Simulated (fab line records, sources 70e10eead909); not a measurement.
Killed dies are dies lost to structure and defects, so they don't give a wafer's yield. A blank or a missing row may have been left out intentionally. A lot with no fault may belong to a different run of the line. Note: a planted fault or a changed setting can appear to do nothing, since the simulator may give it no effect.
Matching of chambers | flow nand harc | 4 sister chambers for NHARC_A_STAIRCASE_TRIM_12 on rie diel-13
The step chemistry O2, time 211.2 s. 20 wafers are shown with their chamber, then 10 later ones without.

WAFERS, EACH WITH ITS CHAMBER
wafer  | chamber | drypump motor current A (A) | showerhead plenum p Torr (Torr) | oes product au (a.u.)
L075.2 | 0       | 6.5                         | 3.46                            | 1.013
L075.3 | 1       | 4.8                         | 3.45                            | 0.986
L075.4 | 3       | 5.3                         | 3.81                            | 1.001
L077.2 | 2       | 5.6                         | 3.41                            | 1.003
L077.4 | 0       | 6.5                         | 3.46                            | 1.014
L077.6 | 2       | 5.6                         | 3.41                            | 0.991
L079.1 | 0       | 6.5                         | 3.46                            | 1.017
L079.2 | 3       | 5.3                         | 3.80                            | 1.002
L079.5 | 1       | 4.8                         | 3.44                            | 0.987
L078.2 | 1       | 4.8                         | 3.44                            | 0.984
L078.3 | 2       | 5.6                         | 3.41                            | 0.999
L078.6 | 2       | 5.7                         | 3.41                            | 1.005
L082.1 | 3       | 5.2                         | 3.78                            | 1.005
L082.3 | 0       | 6.5                         | 3.45                            | 1.011
L082.5 | 1       | 4.8                         | 3.42                            | 0.990
L083.1 | 0       | 6.5                         | 3.45                            | 1.012
L083.2 | 2       | 5.6                         | 3.39                            | 1.008
L083.5 | 1       | 4.8                         | 3.42                            | 1.003
L085.3 | 0       | 6.5                         | 3.44                            | 1.006
L085.5 | 1       | 4.8                         | 3.42                            | 0.994

SIGNATURES (means of the wafers above)
reading                  | chamber 0 | chamber 1 | chamber 2 | chamber 3 | scatter within a chamber
drypump motor current A  | 6.500     | 4.800     | 5.620     | 5.267     | 0.0303
showerhead plenum p Torr | 3.4533    | 3.4317    | 3.4060    | 3.7967    | 0.0112
oes product au           | 1.01217   | 0.99067   | 1.00120   | 1.00267   | 0.00554
Rule: for each reading, subtract the chamber's mean from the wafer's reading, divide by that reading's scatter and square the result; add these up over the readings and take the root, which gives the wafer's distance from the chamber. If the next closest chamber is less than 2 further off than the closest, the wafer can't be placed; otherwise it belongs to the closest. The scatter: the root of (the sum of the squares of (reading less its chamber's mean) over the shown wafers, divided by (wafers less chambers)).

WAFERS MISSING THEIR CHAMBER
wafer  | drypump motor current A (A) | showerhead plenum p Torr (Torr) | oes product au (a.u.)
L085.6 | 5.6                         | 3.39                            | 1.001
L084.3 | 4.8                         | 3.42                            | 0.996
L084.5 | 5.6                         | 3.39                            | 1.002
L084.6 | 4.8                         | 3.42                            | 1.003
L087.1 | 6.5                         | 3.44                            | 1.003
L087.5 | 5.6                         | 3.38                            | 0.995
L087.6 | 4.8                         | 3.42                            | 0.988
L091.2 | 4.8                         | 3.41                            | 0.991
L091.3 | 6.5                         | 3.43                            | 1.005
L091.6 | 4.8                         | 3.41                            | 0.986

WHICH CHAMBER EACH WENT THROUGH
wafer  | from the rows above | in truth
L085.6 | 2                   | 2
L084.3 | 1                   | 1
L084.5 | 2                   | 2
L084.6 | 1                   | 1
L087.1 | 0                   | 0
L087.5 | 2                   | 2
L087.6 | 1                   | 1
L091.2 | 1                   | 1
L091.3 | 0                   | 0
L091.6 | 1                   | 1
Correctly placed: 10 of 10. Can't be placed from these rows: 0. Number placed wrongly: 0.
